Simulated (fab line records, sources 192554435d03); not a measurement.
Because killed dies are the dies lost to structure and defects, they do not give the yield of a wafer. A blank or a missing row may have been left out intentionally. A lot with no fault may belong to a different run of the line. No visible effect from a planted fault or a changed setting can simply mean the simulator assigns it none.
fab line records    flow n5Finfet
record: lots: 4  wafers: 12  lastDay: 17
route steps=1938 shown BEOL_M4@1099 BEOL_M5@1112 BEOL_M13@1665 PASSIVATION@1936
lots untouched by any fault: they come from a run of this same line in which no faults occurred
startH: start of the lot's first displayed wafer, in hours after the record's first day    waitH: how many hours have passed since the lot's step before this one    " identical to the entry in the row above    L1.1+2: one row covering several wafers at once    - no value, or no start was given    * or withheld: withheld    < > ~ a bound
route shown NAME@n: a module of which the file shows steps, and the number in the route of the first    usual: mean/standard deviation of fault-free wafers    same: alike in all rows    chamber/n: place in a boat    sites: each site's reading    _std_site: standard deviation across them    _edge_site: mean of outer sites minus mean of inner sites    radiusMm: for every site, how far away it sits from the centre of the wafer    mask NAME#n: copy n    behind: the most recent tool/chamber to have shaped the wafer    hold: why the lot was held/for how many hours/how that ended    device: the transistor (n, p or np) that didn't switch    end of line: at the end of the route, the tests of the same wafers    a step with no rows: only its recipe    killed: the dies lost at the first sort to structure and to defects; this is not the yield of the wafer    map: dies across one wafer; x = killed, . = not, _ = none there
set.NAME: the run value of the setting; set.NAME@STEP: its run value at that earlier step    model.NAME: the simulator's own value behind a step, which no gauge read
lots at selected steps of the route; one table per step, one row per wafer
services: when a tool's chamber went out of use (startH, in hours from the record's first day, below 0 if earlier), for how many hours, and the reason
== steps ==
step: N5_BEOL_M4_ANNEAL_95
recipe: tempC: 400  timeS: 240  ambient: vacuum
step: N5_BEOL_M4_SPUTTER_96
recipe: material: Cu  targetThkA: 45  tempC: -20  chamberPressurePa: 0.07  powerW: withheld  timeS: 8.29
step: N5_BEOL_M4_ECD_50
recipe: material: Cu  targetThkA: 3000
step: N5_BEOL_M4_ANNEAL_51
recipe: tempC: 225  timeS: 90  ambient: N2
step: N5_BEOL_M4_CMP_52
recipe: stopOn: SiOC  tOverpolishS: 6.8  downForcePsi: 1  platenRpm: 50  clearingPlatenDownForcePsi: 1.5  clearingPlatenRpm: 50  postCmpClean: cuAlkaline  targetThkNm: 40  clearingPlatenPadVelocityMS: 0.99484  padVelocityMS: 0.99484
step: N5_BEOL_M4_PRE_CLEAN_60
recipe: gas: NH3/H2  timeS: 15  tempC: *  rfPowerW: 300
step: N5_BEOL_M4_CO_CAP_55
recipe: material: Co  targetThkA: 20  tempC: 200  precursor: CCTBA/H2  pressureTorr: 30  timeS: 102.1
step: N5_BEOL_M4_PRE_CLEAN_56
recipe: gas: NH3  timeS: 15  tempC: withheld  rfPowerW: 300
step: N5_BEOL_M4_DEP_57
recipe: material: SiCN  targetThkA: 80  tempC: withheld  precursor: 3MS/NH3  pressureTorr: 3  rfW: 202  timeS: 14
step: N5_BEOL_M4_RC_MEAS_101
usual: DIBL_N: 36.0/1.7  DIBL_P: 36.0/2  IOFF_N: 0.156/0.028  IOFF_P: 0.21/0.04  ION_N: 673/12  ION_P: 463/8.3  SS_N: 71.4/0.6  SS_P: 73.3/0.66  VT_N: 250/3  VT_P: -250/3.8
lot.wafer  tool       chamber  startH  waitH  DIBL_N[mV/V]  DIBL_P[mV/V]  IOFF_N[nA/um]  IOFF_P[nA/um]  ION_N[uA/um]  ION_P[uA/um]  SS_N[mV/dec]  SS_P[mV/dec]  VT_N[mV]  VT_P[mV]
L510.1     prober-01  0        173.37  0.0    36.9          36.3          0.148          0.22           661           457           72.5          72.9          253       -252
L510.3     "          0        "       "      37.2          36.3          0.176          0.23           684           467           71.7          73.3          247       -249
L510.4     "          0        "       "      36.2          36.1          0.156          0.22           675           467           71.7          72.9          249       -248
L514.3     prober-01  0        190.76  0.3    37.4          38.2          0.173          0.26           684           472           71.7          74.2          247       -245
L514.5     "          0        "       "      35.7          35.0          0.137          0.20           668           456           70.9          72.8          252       -251
L514.6     "          0        "       "      35.6          34.9          0.127          0.19           654           456           72.3          72.7          252       -251
L523.1     prober-01  0        244.96  0.0    36.6          36.7          0.176          0.22           683           466           71.8          72.6          246       -251
L523.4     "          0        "       "      35.9          35.5          0.157          0.21           675           461           70.7          72.9          250       -250
L523.6     "          0        "       "      35.3          34.6          0.143          0.19           662           451           71.7          72.9          252       -252
L531.1     prober-01  0        298.51  0.0    33.8          32.2          0.107          0.14           638           443           71.5          72.4          257       -259
L531.5     "          0        "       "      33.1          31.8          0.107          0.13           661           452           71.0          71.8          255       -258
L531.6     "          0        "       "      36.6          36.4          0.147          0.18           663           455           71.3          73.4          253       -255
step: N5_BEOL_M5_ILD_DEP_00
recipe: material: SiCOH_lowk  targetThkA: 1406.4  tempC: 300  precursor: DEMS/porogen  pressureTorr: 5  rfW: 500  timeS: 25.9
step: N5_BEOL_M5_CURE_79
recipe: tempC: 385  timeS: 240  ambient: He/Ar  material: SiCOH_lowk
step: N5_BEOL_M5_PECVD_70
recipe: material: SiO2  targetThkA: 160  tempC: 400  precursor: TEOS/O2  pressureTorr: 5.5  rfW: 450  teosFlowSccm: 53.8  gas: O2  flowSccm: 3000  timeS: 18
step: N5_BEOL_M5_HM_DEP_02
recipe: material: TiN  targetThkA: 200  tempC: 25  chamberPressurePa: 0.49996
step: N5_BEOL_M5_COAT_59
recipe: resist: SOC  tempC: 250  timeS: 60  spinRpm: 1500  resistThkNm: 60
step: N5_BEOL_M5_COAT_60
recipe: resist: SiARC  tempC: 220  timeS: 60  spinRpm: 1500  resistThkNm: 12
step: N5_BEOL_M5_COAT_71
recipe: resist: underlayer  tempC: 205  timeS: 60  spinRpm: 1500  resistThkNm: 5
step: N5_BEOL_M5_COAT_05
recipe: resist: CAR-EUV  spinRpm: 1500  resistThkNm: 30
step: N5_BEOL_M5_EBR_07
recipe: solvent: PGMEA  ebrWidthMm: 1.5
step: N5_BEOL_M5_SOFTBAKE_06
recipe: tempC: 110  timeS: 60  resist: CAR-EUV
step: N5_BEOL_M5_EXPOSE_08
recipe: maskId: M5  na: 0.33  sourceShape: annular  sigmaInner: 0.4  sigmaOuter: 0.8  polarization: unpolarized  targetCdNm: 28  doseMj: 35.75
step: N5_BEOL_M5_PEB_09
recipe: pebTempC: 100  pebTimeS: 60  resist: CAR-EUV
step: N5_BEOL_M5_DEVELOP_10
recipe: developTimeS: 30  developer: TMAH  resist: CAR-EUV  rinseLiquid: surfactantRinse  dry: airSpin  devTempC: 23
step: N5_BEOL_M5_DESCUM_16
recipe: chemistry: O2  timeS: 7  sourcePowerW: 50  biasPowerW: 20  pressureMtorr: 20  rfFrequencyHz: 2.712e+07  tempC: 40  resist: CAR-EUV  o2FlowSccm: 225
step: N5_BEOL_M5_ETCH_72
recipe: chemistry: N2/H2  target: underlayer  targetDepthA: 65  maskMaterial: CAR-EUV  timeS: 5.2  ionEnergyEv: 200  pressureMtorr: 30  sourceW: 840  biasW: 150  n2FlowSccm: 200  h2FlowSccm: 200  ends: cleared
step: N5_BEOL_M5_ETCH_61
recipe: chemistry: CF4  target: SiARC  targetDepthA: 156  maskMaterial: CAR-EUV  timeS: 26  ionEnergyEv: 80  pressureMtorr: 40  sourceW: 545  biasW: 36  Ar_flow_sccm: 100  cf4FlowSccm: 100  ends: cleared
step: N5_BEOL_M5_ETCH_62
recipe: chemistry: N2/H2  target: SOC  targetDepthA: 750  overetchA: 150  maskMaterial: SiARC  tempC: 40  timeS: 112.5  ionEnergyEv: 200  pressureMtorr: 30  sourceW: 840  biasW: 150  n2FlowSccm: 200  h2FlowSccm: 200
step: N5_BEOL_M5_STRIP_63
recipe: chemistry: N2/H2  tempC: 40  n2FlowSccm: 200  h2FlowSccm: 200  rfFrequencyHz: 6e+07
step: N5_BEOL_M5_STRIP_73
recipe: chemistry: N2/H2  tempC: 40  n2FlowSccm: 200  h2FlowSccm: 200  rfFrequencyHz: 6e+07
step: N5_BEOL_M5_STRIP_64
recipe: chemistry: CF4  resist: SiARC  powerW: 300  biasPowerW: 75  pressureMtorr: 50  cf4FlowSccm: 150  rfFrequencyHz: 6e+07
step: N5_BEOL_M5_HM_OPEN_17
recipe: chemistry: Cl2/BCl3  targetDepthA: 200  overetchA: 60  target: TiN  maskMaterial: SOC  ionEnergyEv: 150  pressureMtorr: 10  icpW: 1000  biasW: 126  Cl2_flow_sccm: 53.25  bcl3FlowSccm: 21.75  Ar_flow_sccm: 25
step: N5_BEOL_M5_STRIP_19
recipe: chemistry: O2  powerW: 400  tempC: 40  pressureMtorr: 30  rfFrequencyHz: 6e+07  biasPowerW: 0  overashFraction: 0.2  o2FlowSccm: 225
step: N5_BEOL_M5_COAT_65
recipe: resist: SOC  tempC: 250  timeS: 60  spinRpm: 1500  resistThkNm: 60
step: N5_BEOL_M5_COAT_66
recipe: resist: SiARC  tempC: 220  timeS: 60  spinRpm: 1500  resistThkNm: 12
step: N5_BEOL_M13_EXPOSE_07
recipe: maskId: V12  na: 0.93  sourceShape: conventional  sigmaOuter: 0.6  polarization: unpolarized  attpsmPhaseDeg: 180  doseMj: 24.8
lot.wafer   tool           chamber  startH  waitH  mask
L510.1+3+4  krfScanner-02  0        244.85  -      V12#0
L514.3+5+6  krfScanner-02  0        263.75  -      V12#0
L523.1+4+6  krfScanner-01  0        315.87  -      V12#0
L531.1+5+6  krfScanner-02  0        365.18  -      V12#0
step: N5_BEOL_M13_CD_MEAS_10
recipe: targetCdNm: 190  landingEnergyEv: 500  detector: seInlens  polarity: opening
usual: cdNm: 190.6/1.5
lot.wafer  tool      chamber  startH  waitH  cdNm
L510.1     cdSem-01  0        245.02  -      56.8
L510.3     "         0        "       "      58.6
L510.4     "         0        "       "      191.4
L514.3     cdSem-03  0        263.92  -      62.8
L514.5     "         0        "       "      189.9
L514.6     "         0        "       "      190.1
L523.1     cdSem-02  0        316.04  -      192.6
L523.4     "         0        "       "      190.9
L523.6     "         0        "       "      191.2
L531.1     cdSem-02  0        365.36  -      190.9
L531.5     "         0        "       "      189.1
L531.6     "         0        "       "      189.3
step: N5_PASSIVATION_PROBE_49
usual: defectLimitedYield: 91.6/1.6  killed_at_M0_to_M3: 31/10  killed_at_M4_up: 14/6.3  killedAtContacts: 12/6.1  killedAtFrontEnd: 39/12  killedAtOther: 3.7/2.8  killedDies: 100/19  killedOnRim: 13/4.2  killedOpen: 66/14  killedShort: 33/8.1  sort_bin_5_function: 5.0/1.1  sort_bin_6_memory: 3.2/0.66  sort_bin_8_speed: 0.01/0.077  sortNPass: 1080/18  sortYieldPct: 91.6/1.6
same: grossDies: 1180  killedAtBackSide: 0  sort_bin_4_leakage[%]: 0
lot.wafer  tool       chamber  startH  waitH  defectLimitedYield[%]  killed_at_M0_to_M3  killed_at_M4_up  killedAtContacts  killedAtFrontEnd  killedAtOther  killedDies  killedOnRim  killedOpen  killedShort  sort_bin_5_function[%]  sort_bin_6_memory[%]  sort_bin_8_speed[%]  sortNPass  sortYieldPct[%]
L510.1     prober-01  -        286.79  0.0    0                      65                  1075             9                 25                6              1180        152          69          45           96.2                    3.6                   0                    0          0
L510.3     prober-01  -        286.89  0.1    0                      61                  1076             11                27                5              1180        152          76          33           96.3                    3.5                   0                    0          0
L510.4     prober-01  -        286.94  0.2    91.7                   29                  13               16                35                5              98          16           64          33           4.2                     3.8                   0                    1082       91.7
L514.3     prober-01  -        297.13  0.1    0                      40                  1082             14                38                6              1180        152          74          32           96.4                    3.0                   0                    0          0
L514.5     prober-01  -        297.23  0.2    89.7                   36                  6                10                63                6              121         11           75          46           6.7                     3.1                   0                    1059       89.7
L514.6     prober-01  -        297.28  0.3    92.0                   49                  12               12                21                0              94          13           63          31           4.7                     3.0                   0                    1086       92.0
L523.1     prober-02  -        347.30  0.0    90.5                   49                  20               15                25                3              112         12           74          37           5.6                     3.7                   0                    1068       90.5
L523.4     prober-02  -        347.45  0.2    93.1                   31                  13               8                 26                4              82          7            54          28           4.1                     2.5                   0                    1098       93.1
L523.6     prober-02  -        347.55  0.3    92.8                   19                  14               7                 43                2              85          15           58          27           4.7                     2.1                   0                    1095       92.8
killed by level:class
L510.1 BEOL_M13:areaExpose=1063 BEOL_M0_SAQP:geometricParticle:short=20 BEOL_M0_SAQP:geometricParticle:open=13 BEOL_M3:geometricParticle:open=10 STI_FIN_REVEAL:geometricParticle:open=7 MOL_CONTACT_COAG:geometricParticle:open=6 BEOL_M1:geometricParticle:open=6 GATE_CUT:geometricParticle:short=5
L510.3 BEOL_M13:areaExpose=1071 BEOL_M0_SAQP:geometricParticle:open=17 BEOL_M2:geometricParticle:open=12 BEOL_M0_SAQP:geometricParticle:short=11 MOL_CONTACT_COAG:geometricParticle:open=10 FIN_SAQP:geometricParticle:short=7 BEOL_M1:geometricParticle:open=7 FIN_SAQP:geometricParticle:open=6
L510.4 MOL_CONTACT_COAG:geometricParticle:open=12 BEOL_M0_SAQP:geometricParticle:open=10 BEOL_M0_SAQP:geometricParticle:short=10 FIN_SAQP:geometricParticle:short=8 STI_FIN_REVEAL:geometricParticle:open=7 BEOL_M4:geometricParticle:open=7 FIN_SAQP:geometricParticle:open=5 BEOL_M2:geometricParticle:open=4
L514.3 BEOL_M13:areaExpose=1073 MOL_CONTACT_COAG:geometricParticle:open=11 BEOL_M0_SAQP:geometricParticle:open=10 BEOL_M3:geometricParticle:open=10 BEOL_M0_SAQP:geometricParticle:short=8 STI_FIN_REVEAL:geometricParticle:open=7 FIN_SAQP:geometricParticle:open=5 BEOL_M1:geometricParticle:open=5
L514.5 BEOL_M0_SAQP:geometricParticle:open=16 FIN_SAQP:geometricParticle:open=13 FIN_SAQP:geometricParticle:short=11 MOL_CONTACT_COAG:geometricParticle:open=9 STI_FIN_REVEAL:geometricParticle:open=8 BEOL_M0_SAQP:geometricParticle:short=7 STARTING-WAFER:geometricParticle:short=7 GATE_CUT:geometricParticle:short=6
L514.6 BEOL_M3:geometricParticle:open=14 BEOL_M0_SAQP:geometricParticle:short=12 MOL_CONTACT_COAG:geometricParticle:open=8 BEOL_M1:geometricParticle:open=7 BEOL_M0_SAQP:geometricParticle:open=6 FIN_SAQP:geometricParticle:open=5 BEOL_M2:geometricParticle:open=5 MOL_CONTACT_COAG:geometricParticle:short=4
L523.1 MOL_CONTACT_COAG:geometricParticle:open=10 BEOL_M0_SAQP:geometricParticle:open=9 BEOL_M1:geometricParticle:open=9 BEOL_M1:geometricParticle:short=8 BEOL_M4:geometricParticle:open=8 BEOL_M2:geometricParticle:open=7 BEOL_M0_SAQP:geometricParticle:short=6 MOL_CONTACT_COAG:geometricParticle:short=5
L523.4 MOL_CONTACT_COAG:geometricParticle:open=8 BEOL_M0_SAQP:geometricParticle:short=8 ILD0:geometricParticle:open=6 BEOL_M0_SAQP:geometricParticle:open=6 BEOL_M4:geometricParticle:open=6 FIN_SAQP:geometricParticle:open=5 BEOL_M1:geometricParticle:open=5 BEOL_M1:geometricParticle:short=4
L523.6 DUMMY_GATE:geometricParticle:open=9 FIN_SAQP:geometricParticle:short=7 STI_FIN_REVEAL:geometricParticle:open=6 ILD0:geometricParticle:open=6 MOL_CONTACT_COAG:geometricParticle:open=6 FIN_SAQP:geometricParticle:open=5 BEOL_M2:geometricParticle:open=5 BEOL_M0_SAQP:geometricParticle:open=4
map L510.1 (x killed, . not)
_________________xxxxxxxxxxxx________________
______________xxxxxxxxxxxxxxxxxx_____________
___________xxxxxxxxxxxxxxxxxxxxxxxx__________
__________xxxxxxxxxxxxxxxxxxxxxxxxxx_________
________xxxxxxxxxxxxxxxxxxxxxxxxxxxxxx_______
_______xxxxxxxxxxxxxxxxxxxxxxxxxxxxxxxx______
______xxxxxxxxxxxxxxxxxxxxxxxxxxxxxxxxxx_____
_____xxxxxxxxxxxxxxxxxxxxxxxxxxxxxxxxxxxx____
____xxxxxxxxxxxxxxxxxxxxxxxxxxxxxxxxxxxxxx___
___xxxxxxxxxxxxxxxxxxxxxxxxxxxxxxxxxxxxxxxx__
___xxxxxxxxxxxxxxxxxxxxxxxxxxxxxxxxxxxxxxxx__
__xxxxxxxxxxxxxxxxxxxxxxxxxxxxxxxxxxxxxxxxxx_
__xxxxxxxxxxxxxxxxxxxxxxxxxxxxxxxxxxxxxxxxxx_
_xxxxxxxxxxxxxxxxxxxxxxxxxxxxxxxxxxxxxxxxxxxx
_xxxxxxxxxxxxxxxxxxxxxxxxxxxxxxxxxxxxxxxxxxxx
_xxxxxxxxxxxxxxxxxxxxxxxxxxxxxxxxxxxxxxxxxxxx
_xxxxxxxxxxxxxxxxxxxxxxxxxxxxxxxxxxxxxxxxxxxx
_xxxxxxxxxxxxxxxxxxxxxxxxxxxxxxxxxxxxxxxxxxxx
_xxxxxxxxxxxxxxxxxxxxxxxxxxxxxxxxxxxxxxxxxxxx
_xxxxxxxxxxxxxxxxxxxxxxxxxxxxxxxxxxxxxxxxxxxx
_xxxxxxxxxxxxxxxxxxxxxxxxxxxxxxxxxxxxxxxxxxxx
__xxxxxxxxxxxxxxxxxxxxxxxxxxxxxxxxxxxxxxxxxx_
__xxxxxxxxxxxxxxxxxxxxxxxxxxxxxxxxxxxxxxxxxx_
___xxxxxxxxxxxxxxxxxxxxxxxxxxxxxxxxxxxxxxxx__
___xxxxxxxxxxxxxxxxxxxxxxxxxxxxxxxxxxxxxxxx__
____xxxxxxxxxxxxxxxxxxxxxxxxxxxxxxxxxxxxxx___
_____xxxxxxxxxxxxxxxxxxxxxxxxxxxxxxxxxxxx____
______xxxxxxxxxxxxxxxxxxxxxxxxxxxxxxxxxx_____
_______xxxxxxxxxxxxxxxxxxxxxxxxxxxxxxxx______
________xxxxxxxxxxxxxxxxxxxxxxxxxxxxxx_______
__________xxxxxxxxxxxxxxxxxxxxxxxxxx_________
___________xxxxxxxxxxxxxxxxxxxxxxxx__________
______________xxxxxxxxxxxxxxxxxx_____________
_________________xxxxxxxxxxxx________________
map L514.3 (x killed, . not)
_________________xxxxxxxxxxxx________________
______________xxxxxxxxxxxxxxxxxx_____________
___________xxxxxxxxxxxxxxxxxxxxxxxx__________
__________xxxxxxxxxxxxxxxxxxxxxxxxxx_________
________xxxxxxxxxxxxxxxxxxxxxxxxxxxxxx_______
_______xxxxxxxxxxxxxxxxxxxxxxxxxxxxxxxx______
______xxxxxxxxxxxxxxxxxxxxxxxxxxxxxxxxxx_____
_____xxxxxxxxxxxxxxxxxxxxxxxxxxxxxxxxxxxx____
____xxxxxxxxxxxxxxxxxxxxxxxxxxxxxxxxxxxxxx___
___xxxxxxxxxxxxxxxxxxxxxxxxxxxxxxxxxxxxxxxx__
___xxxxxxxxxxxxxxxxxxxxxxxxxxxxxxxxxxxxxxxx__
__xxxxxxxxxxxxxxxxxxxxxxxxxxxxxxxxxxxxxxxxxx_
__xxxxxxxxxxxxxxxxxxxxxxxxxxxxxxxxxxxxxxxxxx_
_xxxxxxxxxxxxxxxxxxxxxxxxxxxxxxxxxxxxxxxxxxxx
_xxxxxxxxxxxxxxxxxxxxxxxxxxxxxxxxxxxxxxxxxxxx
_xxxxxxxxxxxxxxxxxxxxxxxxxxxxxxxxxxxxxxxxxxxx
_xxxxxxxxxxxxxxxxxxxxxxxxxxxxxxxxxxxxxxxxxxxx
_xxxxxxxxxxxxxxxxxxxxxxxxxxxxxxxxxxxxxxxxxxxx
_xxxxxxxxxxxxxxxxxxxxxxxxxxxxxxxxxxxxxxxxxxxx
_xxxxxxxxxxxxxxxxxxxxxxxxxxxxxxxxxxxxxxxxxxxx
_xxxxxxxxxxxxxxxxxxxxxxxxxxxxxxxxxxxxxxxxxxxx
__xxxxxxxxxxxxxxxxxxxxxxxxxxxxxxxxxxxxxxxxxx_
__xxxxxxxxxxxxxxxxxxxxxxxxxxxxxxxxxxxxxxxxxx_
___xxxxxxxxxxxxxxxxxxxxxxxxxxxxxxxxxxxxxxxx__
___xxxxxxxxxxxxxxxxxxxxxxxxxxxxxxxxxxxxxxxx__
____xxxxxxxxxxxxxxxxxxxxxxxxxxxxxxxxxxxxxx___
_____xxxxxxxxxxxxxxxxxxxxxxxxxxxxxxxxxxxx____
______xxxxxxxxxxxxxxxxxxxxxxxxxxxxxxxxxx_____
_______xxxxxxxxxxxxxxxxxxxxxxxxxxxxxxxx______
________xxxxxxxxxxxxxxxxxxxxxxxxxxxxxx_______
__________xxxxxxxxxxxxxxxxxxxxxxxxxx_________
___________xxxxxxxxxxxxxxxxxxxxxxxx__________
______________xxxxxxxxxxxxxxxxxx_____________
_________________xxxxxxxxxxxx________________
== services ==
tool           chamber  startH  hours  kind
krfScanner-01  -        223.78  1.0    pm
krfScanner-01  0        227.55  -      calibration
krfScanner-01  -        231.21  3.6    pm
krfScanner-02  -        235.68  0.4    repair
krfScanner-01  -        245.96  0.8    pm
krfScanner-01  -        250.13  0.3    repair
krfScanner-02  -        257.50  1.3    repair
krfScanner-01  -        259.77  4.0    pm
krfScanner-02  -        267.65  1.0    pm
krfScanner-01  -        281.39  1.2    repair
krfScanner-01  -        307.99  1.3    pm
krfScanner-02  -        347.03  0.8    pm
== key ==
firstSign: step: N5_BEOL_M13_CD_MEAS_10  reading: cdNm  direction: down  sigmas: 89  usual: 190.6  struck: 59.4
effect: step: N5_PASSIVATION_PROBE_49  reading: killed_at_M4_up  direction: up  sigmas: 99+  usual: 14  struck: 1078
moreKillsBornAt: N5_BEOL_M13_EXPOSE_07@krfScanner-02: 3207
metAt N5_BEOL_M13_EXPOSE_07
struckWafers L510.1,L510.3,L514.3
laterRowsLeftOut L510.1,L510.3,L514.3
fault: kind: processParameterDrift  tool: krfScanner-02  chamber: -  onsetH: 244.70  steps: N5_BEOL_M13_EXPOSE_07  channel: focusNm  offset: 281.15  shape: step  endH: 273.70  scope: struckWafersOnly
laterRowsLeftOut: the simulator's readings of these wafers behind a module that went badly wrong aren't trusted and aren't shown, but for the sort
